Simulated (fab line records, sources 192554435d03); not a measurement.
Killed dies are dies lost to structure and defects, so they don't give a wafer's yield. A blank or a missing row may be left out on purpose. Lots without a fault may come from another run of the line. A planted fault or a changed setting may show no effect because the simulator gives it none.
fab line records | flow n5_finfet
record lots=7 wafers=21
route steps=1938 shown SDB@348 HKMG_FIN@435 GATE_CUT@481 MOL_CONTACT_COAG@518
start_h: hours from the record's first day to the start of the lot's first wafer shown | wait_h: hours since the lot's step before | " the same as in the row above | L1.1+2: a row that stands for several wafers | - no value, or no start given | * or withheld: withheld | < > ~ a bound
route shown NAME@n: a module of which the file shows steps, and the number in the route of the first | usual: mean/standard deviation of fault-free wafers | same: alike in all rows | chamber/n: place in a boat | sites: the reading at each site | _std_site: their standard deviation | _edge_site: outer sites' mean less inner sites' | radius_mm: how far each site lies from the wafer's centre | mask NAME#n: copy n | behind: the tool/chamber that last shaped the wafer | hold: why the lot was held/for how many hours/how that ended | device: the transistor (n, p or np) that didn't switch | end of line: the same wafers' tests at the end of the route | a step without rows: its recipe alone | killed: dies lost to structure and defects at the first sort, not the wafer's yield | map: a wafer's dies, x killed, . not, _ none there
set.NAME: the setting as run; set.NAME@STEP: as run at that earlier step | model.NAME: the simulator's own value behind a step, which no gauge read
lots whose settings were changed on purpose; a table a step, a row a wafer
## steps
# step N5_SDB_COAT_03
# recipe resist=SOC temp_c=250 time_s=60 spin_rpm=1500 resist_thk_nm=100
# columns lot.wafer tool chamber start_h wait_h set.spin_rpm model.SOC_of_SDB_COAT_03.thk_nm
L076.1+5 litho_track-03 0 80.73 0.1 1500 100
L076.6 " 0 " " 1500 99.8
L080.4+6 litho_track-02 0 101.78 0.0 1378 104.6
L080.5 " 0 " " 1500 100.2
L082.3+6 litho_track-03 0 114.67 0.1 1500 100.4
L082.4 " 0 " " 1500 100.6
L083.3 litho_track-03 0 120.60 0.1 1500 100.2
L083.4 " 0 " " 1500 100.6
L083.5 " 0 " " 1500 100.4
L084.1 litho_track-03 0 129.05 0.1 1425 102.6
L084.3 " 0 " " 1425 102.4
L084.6 " 0 " " 1500 99.6
L085.1 litho_track-03 0 141.26 0.1 1500 100.2
L085.3+6 " 0 " " 1500 100
L096.3 litho_track-03 0 204.84 0.1 1421 102.4
L096.5 " 0 " " 1500 99.6
L096.6 " 0 " " 1500 100
# step N5_SDB_COAT_04
# recipe resist=SiARC temp_c=220 time_s=60 spin_rpm=1500 resist_thk_nm=18
# step N5_SDB_COAT_05
# recipe resist=CAR-ArF spin_rpm=1500 resist_thk_nm=90
# step N5_SDB_DESCUM_16
# recipe chemistry=O2 time_s=7.9 source_power_w=50 bias_power_w=20 pressure_mtorr=20 rf_frequency_hz=2.712e+07 temp_c=40 resist=CAR-ArF o2_flow_sccm=225
# step N5_SDB_ETCH_17
# recipe chemistry=CF4 target=SiARC target_depth_a=234 mask_material=CAR-ArF time_s=39 ion_energy_ev=80 pressure_mtorr=40 source_w=545 bias_w=36 Ar_flow_sccm=100 cf4_flow_sccm=100 ends=cleared
# step N5_SDB_ETCH_18
# recipe chemistry=N2/H2 target=SOC target_depth_a=1000 overetch_a=200 mask_material=SiARC temp_c=40 time_s=150 ion_energy_ev=200 pressure_mtorr=30 source_w=840 bias_w=150 n2_flow_sccm=200 h2_flow_sccm=200
# columns lot.wafer tool chamber start_h wait_h set.spin_rpm@SDB_COAT_03 model.etch.depth_nm
L076.1+5 rie_diel-06 3,1 81.17 0.0 1500 100
L076.6 " 0 " " 1500 99.89
L080.4 rie_diel-06 0 102.31 0.0 1378 104.7
L080.5 " 3 " " 1500 100.1
L080.6 " 0 " " 1378 104.6
L082.3 rie_diel-06 3 115.20 0.0 1500 100.3
L082.4 " 0 " " 1500 100.6
L082.6 " 1 " " 1500 100.4
L083.3 rie_diel-06 0 121.00 0.0 1500 100.2
L083.4 " 0 " " 1500 100.6
L083.5 " 1 " " 1500 100.3
L084.1 rie_diel-02 3 129.45 0.0 1425 102.6
L084.3 " 0 " " 1425 102.4
L084.6 " 0 " " 1500 99.69
L085.1 rie_diel-06 3 142.10 0.0 1500 100.3
L085.3 " 0 " " 1500 100.1
L085.6 " 1 " " 1500 99.94
L096.3 rie_diel-01 1 205.37 0.0 1421 102.4
L096.5 " 0 " " 1500 99.67
L096.6 " 1 " " 1500 99.94
# step N5_SDB_STRIP_19
# recipe chemistry=N2/H2 temp_c=40 n2_flow_sccm=200 h2_flow_sccm=200 rf_frequency_hz=6e+07
# step N5_SDB_STRIP_21
# recipe chemistry=CF4 resist=SiARC power_w=300 bias_power_w=75 pressure_mtorr=50 cf4_flow_sccm=150 rf_frequency_hz=6e+07
# step N5_SDB_HM_OPEN_20
# recipe chemistry=CH3F/O2 target=SiNx mask_material=SOC target_depth_a=240 stop_on=poly-Si over_etch_frac=0.4 ion_energy_ev=120 pressure_mtorr=30 source_w=395 bias_w=73 Ar_flow_sccm=150 CH3F_flow_sccm=30 O2_flow_sccm=20
# step N5_SDB_STRIP_22
# recipe chemistry=N2/H2 power_w=1000 temp_c=250 h2_frac=0.65 overash_fraction=0.3 pressure_mtorr=withheld n2_flow_sccm=1750 h2_flow_sccm=3250
# usual strip_time_to_endpoint_s=96.3/0.36
# columns lot.wafer tool chamber start_h wait_h set.spin_rpm@SDB_COAT_03 strip_time_to_endpoint_s
L076.1 plasma_asher-01 0 81.40 0.1 1500 95.8
L076.5 " 1 " " 1500 96.1
L076.6 " 0 " " 1500 96.2
L080.4 plasma_asher-02 0 102.59 0.1 1378 100.3
L080.5 " 0 " " 1500 96.4
L080.6 " 1 " " 1378 100.3
L082.3 plasma_asher-02 1 115.48 0.1 1500 96.6
L082.4 " 0 " " 1500 96.5
L082.6 " 0 " " 1500 96.5
L083.3 plasma_asher-02 0 121.36 0.2 1500 96.2
L083.4 " 1 " " 1500 96.5
L083.5 " 1 " " 1500 96.6
L084.1 plasma_asher-01 0 129.69 0.1 1425 98.5
L084.3 " 1 " " 1425 98.1
L084.6 " 0 " " 1500 95.7
L085.1 plasma_asher-01 0 142.34 0.1 1500 96.6
L085.3 " 1 " " 1500 96.1
L085.6 " 1 " " 1500 96.1
L096.3 plasma_asher-01 1 205.65 0.1 1421 98.6
L096.5 " 0 " " 1500 95.6
L096.6 " 1 " " 1500 96.3
# step N5_HKMG_FIN_ETCH_32
# recipe chemistry=N2/H2 target=SOC target_depth_a=2400 temp_c=40 time_s=300 ion_energy_ev=200 mask_material=SiARC pressure_mtorr=30 source_w=840 bias_w=150 n2_flow_sccm=200 h2_flow_sccm=200
# usual rf_vpp_V=523.7/2.5
# columns lot.wafer tool chamber start_h wait_h set.source_w rf_vpp_V model.HKMG_FIN.feature_depth_nm model.etch.depth_nm
L076.1 rie_diel-01 2 90.41 0.0 840 522.3 240.4 240.4
L076.5 " 2 " " 840 523.1 241.2 241.2
L076.6 " 3 " " 840 522.2 236 236.1
L080.4 rie_diel-02 2 111.50 0.1 840 523.0 246.8 246.8
L080.5 " 0 " " 840 526.0 247.6 247.6
L080.6 " 3 " " 753.2 545.1 225.2 225.3
L082.3 rie_diel-06 0 124.39 0.0 840 526.6 244.2 244.1
L082.4 " 3 " " 840 520.0 239 239.1
L082.6 " 1 " " 840 524.8 234 233.9
L083.3 rie_diel-01 1 129.92 0.0 908.5 509.0 252.6 252.6
L083.4 " 2 " " 908.5 509.2 258.6 258.5
L083.5 " 1 " " 840 524.4 238 238.1
L084.1 rie_diel-06 0 138.35 0.0 840 528.7 241.4 241.4
L084.3 " 2 " " 840 521.8 244.2 244.2
L084.6 " 3 " " 840 520.0 236.8 236.8
L085.1 rie_diel-06 3 150.92 0.0 840 521.1 240.4 240.5
L085.3 " 2 " " 840 522.6 247 247
L085.6 " 2 " " 840 522.5 246.4 246.3
L096.3 rie_diel-06 1 214.30 0.0 840 522.8 240 240
L096.5 " 2 " " 840 521.5 248.6 248.6
L096.6 " 3 " " 840 520.1 243.6 243.7
# step N5_HKMG_FIN_ETCH_35
# recipe chemistry=N2/H2 target=SOC target_depth_a=2158 ion_energy_ev=65 bias_w=5 source_w=3000 time_s=243.4 pressure_mtorr=30 n2_flow_sccm=200 h2_flow_sccm=200
# usual rf_vpp_V=141.6/0.99
# columns lot.wafer tool chamber start_h wait_h set.bias_w rf_vpp_V model.etch.depth_nm model.SOC_of_HKMG_FIN_COAT_29.thk_nm model.HKMG_FIN.feature_depth_nm
L076.1 rie_diel-01 2 90.63 0.0 5 141.5 217.9 81.8 217.8
L076.5 " 2 " " 5 141.1 218.2 80.6 218.2
L076.6 " 3 " " 4.484 131.9 204.5 95.6 204.4
L080.4 rie_diel-02 2 111.70 0.1 5 141.1 222.8 77.2 222.8
L080.5 " 0 " " 5 143.4 219.2 81.6 219.2
L080.6 " 3 " " 5 142.2 218.4 81 218.4
L082.3 rie_diel-06 0 124.60 0.0 5 142.5 218.3 82.2 218.4
L082.4 " 3 " " 4.688 133.5 206.7 93.2 206.8
L082.6 " 1 " " 4.688 134.4 205.8 94 205.8
L083.3 rie_diel-01 1 130.13 0.0 5.839 155.6 229.1 73 229.2
L083.4 " 2 " " 5.839 156.1 230.6 71 230.6
L083.5 " 1 " " 5 141.0 211.4 90.2 211.4
L084.1 rie_diel-06 0 138.56 0.0 4.297 129.8 205.3 93.8 205.4
L084.3 " 2 " " 4.297 129.3 206.2 93 206.2
L084.6 " 3 " " 4.297 127.9 200.5 99.6 200.6
L085.1 rie_diel-06 3 151.13 0.0 5 141.4 212.5 87.2 212.4
L085.3 " 2 " " 5 141.9 220.1 80 220.2
L085.6 " 2 " " 5 140.7 220 80.4 220
L096.3 rie_diel-06 1 214.51 0.0 4.666 134.8 209.2 90.8 209.2
L096.5 " 2 " " 5 142.9 223.9 76.6 224
L096.6 " 3 " " 4.666 134.5 209.4 90.8 209.4
# step N5_GATE_CUT_COAT_07
# recipe resist=CAR-EUV spin_rpm=1500 resist_thk_nm=30
# columns lot.wafer tool chamber start_h wait_h set.spin_rpm model.CAR-EUV_of_GATE_CUT_COAT_07.thk_nm
L076.1+5 litho_track-02 0 - - 1374 31.4
L076.6 " 0 " " 1500 30
L080.4 litho_track-04 0 - - 1500 30
L080.5+6 " 0 " " 1616 29
L082.3+4 litho_track-02 0 - - 1500 30
L082.6 " 0 " " 1632 28.8
L083.3 litho_track-03 0 - - 1500 30.2
L083.4 " 0 " " 1500 30
L083.5 " 0 " " 1569 29.4
L084.1 litho_track-03 0 - - 1500 29.8
L084.3 " 0 " " 1554 29.4
L084.6 " 0 " " 1500 30
L085.1 litho_track-02 0 - - 1500 30.2
L085.3+6 " 0 " " 1500 30
L096.3 litho_track-04 0 - - 1650 28.6
L096.5+6 " 0 " " 1500 30
# step N5_GATE_CUT_ETCH_36
# recipe chemistry=CF4 target=SiARC target_depth_a=130 mask_material=CAR-EUV time_s=21.7 ion_energy_ev=80 pressure_mtorr=40 source_w=545 bias_w=36 Ar_flow_sccm=100 cf4_flow_sccm=100 ends=cleared
# columns lot.wafer tool chamber start_h wait_h set.cf4_flow_sccm set.spin_rpm@GATE_CUT_COAT_07 model.CAR-EUV_of_GATE_CUT_COAT_07.thk_nm
L076.1 rie_diel-04 1 99.22 0.0 78.26 1374 8.4
L076.5 " 2 " " 100 1374 8.4
L076.6 " 1 " " 78.26 1500 7
L080.4 rie_diel-04 1 119.51 0.0 100 1500 7
L080.5+6 " 3,0 " " 118.5 1616 5.8
L082.3 rie_diel-03 1 132.75 0.0 111.7 1500 6.8
L082.4 " 1 " " 100 1500 7
L082.6 " 0 " " 111.7 1632 5.6
L083.3 rie_diel-04 2 138.20 0.0 100 1500 7.2
L083.4 " 1 " " 89.81 1500 7.2
L083.5 " 0 " " 100 1569 6.4
L084.1 rie_diel-04 0 147.03 0.0 100 1500 6.8
L084.3 " 2 " " 100 1554 6.4
L084.6 " 1 " " 100 1500 7
L085.1+3+6 rie_diel-05 3,1,2 159.21 0.0 100 1500 7
L096.3 rie_diel-05 1 222.98 0.0 100 1650 5.6
L096.5 " 0 " " 100 1500 7.2
L096.6 " 1 " " 81.06 1500 7
# step N5_MOL_CONTACT_COAG_COAT_104
# recipe resist=SiARC temp_c=220 time_s=60 spin_rpm=1500 resist_thk_nm=12
# columns lot.wafer tool chamber start_h wait_h set.spin_rpm
L076.1+5+6 litho_track-02 0 - - 1500
L080.4+5+6 litho_track-05 0 - - 1500
L082.3+4+6 litho_track-02 0 - - 1500
L083.3 litho_track-01 0 - - 1574
L083.4+5 " 0 " " 1500
L084.1+3 litho_track-02 0 - - 1500
L084.6 " 0 " " 1371
L085.1+3+6 litho_track-05 0 - - 1500
L096.3+5 litho_track-02 0 - - 1577
L096.6 " 0 " " 1500
# step N5_MOL_CONTACT_COAG_COAT_58
# recipe resist=underlayer temp_c=205 time_s=60 spin_rpm=1500 resist_thk_nm=10
# step N5_MOL_CONTACT_COAG_COAT_02
# recipe resist=CAR-EUV spin_rpm=1500 resist_thk_nm=30
# step N5_MOL_CONTACT_COAG_DESCUM_13
# recipe chemistry=O2 time_s=7 source_power_w=50 bias_power_w=20 pressure_mtorr=20 rf_frequency_hz=2.712e+07 temp_c=40 resist=CAR-EUV o2_flow_sccm=225
# step N5_MOL_CONTACT_COAG_ETCH_59
# recipe chemistry=N2/H2 target=underlayer target_depth_a=130 mask_material=CAR-EUV time_s=10.4 ion_energy_ev=200 pressure_mtorr=30 source_w=840 bias_w=150 n2_flow_sccm=200 h2_flow_sccm=200 ends=cleared
# step N5_MOL_CONTACT_COAG_ETCH_105
# recipe chemistry=CF4 target=SiARC target_depth_a=156 mask_material=CAR-EUV time_s=26 ion_energy_ev=80 pressure_mtorr=40 source_w=545 bias_w=36 Ar_flow_sccm=100 cf4_flow_sccm=100 ends=cleared
# columns lot.wafer tool chamber start_h wait_h set.spin_rpm@MOL_CONTACT_COAG_COAT_104 model.etch.depth_nm
L076.1 rie_diel-01 2 103.01 0.0 1500 12
L076.5+6 " 1,0 " " 1500 12.02
L080.4 rie_diel-02 2 123.43 0.0 1500 11.98
L080.5+6 " 0,3 " " 1500 12.03
L082.3 rie_diel-06 1 136.66 0.0 1500 12.08
L082.4 " 2 " " 1500 12.1
L082.6 " 2 " " 1500 12.07
L083.3 rie_diel-02 1 142.35 0.0 1574 11.7
L083.4 " 3 " " 1500 12.02
L083.5 " 3 " " 1500 12.04
L084.1 rie_diel-01 0 151.21 0.0 1500 12.03
L084.3 " 1 " " 1500 12.02
L084.6 " 2 " " 1371 12.58
L085.1 rie_diel-02 0 163.35 0.0 1500 12.04
L085.3+6 " 2,3 " " 1500 12.05
L096.3 rie_diel-02 3 227.09 0.0 1577 11.75
L096.5 " 2 " " 1577 11.74
L096.6 " 1 " " 1500 12.02
# step N5_MOL_CONTACT_COAG_COAT_62
# recipe resist=SOC temp_c=250 time_s=60 spin_rpm=1500 resist_thk_nm=60
# columns lot.wafer tool chamber start_h wait_h set.spin_rpm model.SOC_of_MOL_CONTACT_COAG_COAT_62.thk_nm
L076.1 litho_track-02 0 113.30 0.0 1391 62.4
L076.5 " 0 " " 1391 62.6
L076.6 " 0 " " 1500 60.4
L080.4+6 litho_track-01 0 135.01 0.0 1623 57.8
L080.5 " 0 " " 1500 60.2
L082.3 litho_track-05 0 146.66 0.0 1647 57
L082.4+6 " 0 " " 1500 60
L083.3 litho_track-05 0 153.03 0.0 1562 59
L083.4+5 " 0 " " 1500 60.2
L084.1 litho_track-01 0 161.78 0.0 1500 60
L084.3 " 0 " " 1580 58.4
L084.6 " 0 " " 1580 58.6
L085.1+3+6 litho_track-05 0 174.01 0.0 1500 60.2
L096.3 litho_track-05 0 239.57 0.0 1500 60
L096.5 " 0 " " 1500 59.8
L096.6 " 0 " " 1568 58.8
# step N5_MOL_CONTACT_COAG_COAT_63
# recipe resist=SiARC temp_c=220 time_s=60 spin_rpm=1500 resist_thk_nm=10
# step N5_MOL_CONTACT_COAG_COAT_64
# recipe resist=underlayer temp_c=205 time_s=60 spin_rpm=1500 resist_thk_nm=10
# step N5_MOL_CONTACT_COAG_ALD_133
# recipe material=SiO2 target_thk_a=50 temp_c=100 ald_precursor_family=BDEAS ald_co_reactant=O2-plasma pulse_time_s=1 co_reactant_pulse_time_s=1 purge_time_s=2 co_reactant_purge_time_s=2 ald_cycles=35 pressure_torr=2
# step N5_MOL_CONTACT_COAG_ETCHBACK_134
# recipe chemistry=CHF3 target=SiO2 target_depth_a=100 time_s=6.7 ion_energy_ev=200 pressure_mtorr=30 source_w=610 bias_w=170 Ar_flow_sccm=200 CHF3_flow_sccm=50
# step N5_MOL_CONTACT_COAG_ETCH_67
# recipe chemistry=N2/H2 target=SOC target_depth_a=600 overetch_a=210 mask_material=SiARC temp_c=40 time_s=101.2 ion_energy_ev=200 pressure_mtorr=30 source_w=840 bias_w=150 n2_flow_sccm=200 h2_flow_sccm=200
# columns lot.wafer tool chamber start_h wait_h set.spin_rpm@MOL_CONTACT_COAG_COAT_62 model.etch.depth_nm
L076.1 rie_diel-06 0 114.23 0.0 1391 62.47
L076.5 " 3 " " 1391 62.63
L076.6 " 0 " " 1500 60.31
L080.4 rie_diel-01 0 136.42 0.0 1623 57.8
L080.5 " 1 " " 1500 60.17
L080.6 " 2 " " 1623 57.72
L082.3 rie_diel-06 1 147.43 0.0 1647 57.07
L082.4 " 0 " " 1500 60.08
L082.6 " 1 " " 1500 59.99
L083.3 rie_diel-06 0 154.12 0.0 1562 58.93
L083.4+5 " 2,3 " " 1500 60.22
L084.1 rie_diel-01 2 162.91 0.0 1500 59.98
L084.3 " 3 " " 1580 58.41
L084.6 " 2 " " 1580 58.55
L085.1 rie_diel-01 3 174.76 0.0 1500 60.2
L085.3 " 2 " " 1500 60.11
L085.6 " 2 " " 1500 60.26
L096.3 rie_diel-02 0 240.32 0.0 1500 60.06
L096.5 " 3 " " 1500 59.84
L096.6 " 0 " " 1568 58.71
# step N5_MOL_CONTACT_COAG_STRIP_68
# recipe chemistry=N2/H2 temp_c=40 n2_flow_sccm=200 h2_flow_sccm=200 rf_frequency_hz=6e+07
# step N5_MOL_CONTACT_COAG_STRIP_69
# recipe chemistry=N2/H2 temp_c=40 n2_flow_sccm=200 h2_flow_sccm=200 rf_frequency_hz=6e+07
# step N5_MOL_CONTACT_COAG_ETCHBACK_136
# recipe chemistry=CHF3 target=SiO2 target_depth_a=250 time_s=16.7 ion_energy_ev=200 pressure_mtorr=30 source_w=610 bias_w=170 Ar_flow_sccm=200 CHF3_flow_sccm=50
# step N5_MOL_CONTACT_COAG_STRIP_120
# recipe chemistry=CHF3 resist=SiARC rf_frequency_hz=6e+07
# step N5_MOL_CONTACT_COAG_VIA_ETCH_117
# recipe chemistry=C4F6/O2 target_depth_a=400 overetch_a=80 mask_material=SOC target=SiO2 bias_w=455 pressure_mtorr=10 time_s=26 source_w=325 Ar_flow_sccm=300 C4F6_flow_sccm=10 O2_flow_sccm=10 ion_energy_ev=575.3 ends=end_point
# columns lot.wafer tool chamber start_h wait_h set.spin_rpm@MOL_CONTACT_COAG_COAT_62 model.SOC_of_MOL_CONTACT_COAG_COAT_62.thk_nm
L076.1 rie_diel-06 0 114.36 0.0 1391 53.8
L076.5 " 3 " " 1391 54.2
L076.6 " 0 " " 1500 51.6
L080.4 rie_diel-01 0 136.52 0.0 1623 49.4
L080.5 " 1 " " 1500 51.6
L080.6 " 2 " " 1623 49
L082.3 rie_diel-06 1 147.55 0.0 1647 48.6
L082.4+6 " 0,1 " " 1500 51.6
L083.3 rie_diel-06 0 154.25 0.0 1562 50.4
L083.4 " 2 " " 1500 51.6
L083.5 " 3 " " 1500 51.8
L084.1 rie_diel-01 2 163.03 0.0 1500 51.2
L084.3+6 " 3,2 " " 1580 49.8
L085.1+6 rie_diel-01 3,2 174.88 0.0 1500 51.6
L085.3 " 2 " " 1500 51.4
L096.3 rie_diel-02 0 240.44 0.0 1500 51.4
L096.5 " 3 " " 1500 51.2
L096.6 " 0 " " 1568 50
# step N5_MOL_CONTACT_COAG_ETCH_124
# recipe chemistry=CH3F/O2 target=SiNx target_depth_a=65 mask_material=SOC stop_on=SiOC over_etch_frac=0.3 ion_energy_ev=120 pressure_mtorr=30 source_w=395 bias_w=73 Ar_flow_sccm=150 CH3F_flow_sccm=30 O2_flow_sccm=20 ends=end_point
# columns lot.wafer tool chamber start_h wait_h set.spin_rpm@MOL_CONTACT_COAG_COAT_62 model.SOC_of_MOL_CONTACT_COAG_COAT_62.thk_nm
L076.1 rie_diel-06 0 114.38 0.0 1391 50.6
L076.5 " 3 " " 1391 51.2
L076.6 " 0 " " 1500 48.4
L080.4 rie_diel-01 0 136.55 0.0 1623 46.2
L080.5 " 1 " " 1500 48.6
L080.6 " 2 " " 1623 45.8
L082.3 rie_diel-06 1 147.58 0.0 1647 45.6
L082.4 " 0 " " 1500 48.4
L082.6 " 1 " " 1500 48.6
L083.3 rie_diel-06 0 154.28 0.0 1562 47.2
L083.4 " 2 " " 1500 48.4
L083.5 " 3 " " 1500 48.8
L084.1 rie_diel-01 2 163.06 0.0 1500 48.2
L084.3 " 3 " " 1580 46.6
L084.6 " 2 " " 1580 46.8
L085.1+3+6 rie_diel-01 3,2,2 174.91 0.0 1500 48.4
L096.3 rie_diel-02 0 240.47 0.0 1500 48.4
L096.5 " 3 " " 1500 48.2
L096.6 " 0 " " 1568 47
## key
split step=N5_SDB_COAT_03 setting=spin_rpm stated=1500 by=wafer
response step=N5_SDB_COAT_03 reading=model.SOC_of_SDB_COAT_03.thk_nm change=-0.538 per=1% r=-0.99
response step=N5_SDB_ETCH_18 reading=model.etch.depth_nm change=-0.541 per=1% r=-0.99
response step=N5_SDB_STRIP_22 reading=strip_time_to_endpoint_s change=* per=1% r=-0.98
split step=N5_HKMG_FIN_ETCH_32 setting=source_w stated=840 by=wafer
response step=N5_HKMG_FIN_ETCH_32 reading=rf_vpp_V change=-1.95 per=1% r=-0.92
response step=N5_HKMG_FIN_ETCH_32 reading=model.HKMG_FIN.feature_depth_nm change=+2.14 per=1% r=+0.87
response step=N5_HKMG_FIN_ETCH_32 reading=model.etch.depth_nm change=+2.13 per=1% r=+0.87
split step=N5_HKMG_FIN_ETCH_35 setting=bias_w stated=5 by=wafer
response step=N5_HKMG_FIN_ETCH_35 reading=rf_vpp_V change=+0.96 per=1% r=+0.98
response step=N5_HKMG_FIN_ETCH_35 reading=model.etch.depth_nm change=+1.32 per=1% r=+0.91
response step=N5_HKMG_FIN_ETCH_35 reading=model.SOC_of_HKMG_FIN_COAT_29.thk_nm change=-1.31 per=1% r=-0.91
response step=N5_HKMG_FIN_ETCH_35 reading=model.HKMG_FIN.feature_depth_nm change=+1.32 per=1% r=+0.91
split step=N5_GATE_CUT_COAT_07 setting=spin_rpm stated=1500 by=wafer
response step=N5_GATE_CUT_COAT_07 reading=model.CAR-EUV_of_GATE_CUT_COAT_07.thk_nm change=-0.144 per=1% r=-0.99
response step=N5_GATE_CUT_ETCH_36 reading=model.CAR-EUV_of_GATE_CUT_COAT_07.thk_nm change=-0.155 per=1% r=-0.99
split step=N5_GATE_CUT_ETCH_36 setting=cf4_flow_sccm stated=100 by=wafer
response none clear
split step=N5_MOL_CONTACT_COAG_COAT_104 setting=spin_rpm stated=1500 by=wafer
response step=N5_MOL_CONTACT_COAG_ETCH_105 reading=model.etch.depth_nm change=-0.0625 per=1% r=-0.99
split step=N5_MOL_CONTACT_COAG_COAT_62 setting=spin_rpm stated=1500 by=wafer
response step=N5_MOL_CONTACT_COAG_COAT_62 reading=model.SOC_of_MOL_CONTACT_COAG_COAT_62.thk_nm change=-0.292 per=1% r=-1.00
response step=N5_MOL_CONTACT_COAG_ETCH_67 reading=model.etch.depth_nm change=-0.298 per=1% r=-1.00
response step=N5_MOL_CONTACT_COAG_VIA_ETCH_117 reading=model.SOC_of_MOL_CONTACT_COAG_COAT_62.thk_nm change=-0.302 per=1% r=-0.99
response step=N5_MOL_CONTACT_COAG_ETCH_124 reading=model.SOC_of_MOL_CONTACT_COAG_COAT_62.thk_nm change=-0.31 per=1% r=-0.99
